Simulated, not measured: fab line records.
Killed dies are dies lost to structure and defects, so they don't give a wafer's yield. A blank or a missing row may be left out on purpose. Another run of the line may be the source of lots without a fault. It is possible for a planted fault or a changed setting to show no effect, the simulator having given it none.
The tool behind it: which one? -- flow n5Finfet -- 12 lots, 36 wafers sampled, at 4 steps of a route of 1938

WHAT THE GAUGES SHOWED, per wafer
N5_BEOL_M9_OCD_MEAS_38.
lot,measured,on,trenchDepthNm (nm)
L075,day 10 12:28,ocd-01,151.8 153.3 153.2
L079,day 11 00:09,ocd-02,151.8 149.1 151.6
L078,day 11 05:13,ocd-01,155.9 155.9 156.1
L081,day 11 20:34,ocd-02,149.3 153.6 149.1
L083,day 12 14:40,ocd-02,156.3 153.6 153.4
L086,day 13 00:20,ocd-01,153.3 156.2 152.8
L087,day 13 08:31,ocd-01,150.0 150.6 149.9
L090,day 14 03:34,ocd-02,149.3 150.4 151.9
L092,day 14 11:50,ocd-02,154.7 151.8 152.7
L093,day 14 18:38,ocd-02,156.0 155.0 153.8
L096,day 15 11:37,ocd-01,153.0 153.8 153.8
L097,day 15 20:11,ocd-01,152.9 155.0 153.6

WHAT TOOL EACH LOT RAN ON (gives the tool, then ch and the chambers of the sampled wafers, and finally the start)
lot,N5_BEOL_M8_DEGAS_44,N5_BEOL_M8_ANNEAL_51,N5_BEOL_M9_STRIP_80
L075,"pvdSputter-01, day 9 21:04","rtpAnneal-02 ch 0, day 9 21:58","rieDiel-03 ch 1,2,3, day 10 12:28 or earlier"
L079,"pvdSputter-01, day 10 18:44","rtpAnneal-01 ch 0, day 10 20:31","rieDiel-03 ch 2,3, day 11 00:09 or earlier"
L078,"pvdSputter-02, day 10 22:14","rtpAnneal-01 ch 0, day 10 23:22","rieDiel-01 ch 1,2, day 11 05:13 or earlier"
L081,"pvdSputter-01, day 11 14:50","rtpAnneal-01 ch 0, day 11 16:22","rieDiel-04 ch 0,1,3, day 11 20:34 or earlier"
L083,"pvdSputter-01, day 12 05:45","rtpAnneal-02 ch 0, day 12 08:16","rieDiel-01 ch 0,2,3, day 12 14:40 or earlier"
L086,"pvdSputter-03, day 12 17:47","rtpAnneal-01 ch 0, day 12 18:41","rieDiel-01 ch 0,1,2, day 13 00:20 or earlier"
L087,"pvdSputter-01, day 13 01:11","rtpAnneal-01 ch 0, day 13 02:34","rieDiel-03 ch 0,2, day 13 08:31 or earlier"
L090,"pvdSputter-02, day 13 19:44","rtpAnneal-02 ch 0, day 13 21:12","rieDiel-03 ch 2,3, day 14 03:34 or earlier"
L092,"pvdSputter-02, day 14 01:37","rtpAnneal-01 ch 0, day 14 02:57","rieDiel-04 ch 1,2,3, day 14 11:50 or earlier"
L093,"pvdSputter-02, day 14 12:40","rtpAnneal-01 ch 0, day 14 13:35","rieDiel-01 ch 0,2, day 14 18:38 or earlier"
L096,"pvdSputter-02, day 15 04:43","rtpAnneal-01 ch 0, day 15 05:37","rieDiel-01 ch 1,3, day 15 11:37 or earlier"
L097,"pvdSputter-01, day 15 14:39","rtpAnneal-02 ch 0, day 15 15:53","rieDiel-01 ch 0,1,2, day 15 20:11 or earlier"
- N5_BEOL_M8_DEGAS_44: time 60 s.
- N5_BEOL_M8_ANNEAL_51: time 90 s.
- N5_BEOL_M9_STRIP_80: strips in N2/H2, time 10 s.

THE ANSWER, worked out from the rows above alone
Rule: what is usual is taken from the lots themselves. The widest of any qualifying gaps counts: lots, ordered by their means at a reading, are off when they make up no more than a third of the lots, leave a main group of 4 or more, and stand apart from it by 3 or more times the standard deviation of that group's means. A main group whose means are all the same, to the digits that the tables above print for the reading, isn't used. A lot without any number at a reading at which 4 lots or more have one is off too. Any other lot the step has rows for is counted as sound.
No lot is off at any reading shown: from this, nothing can be told.

WHAT WAS PUT IN BY THE SIMULATOR
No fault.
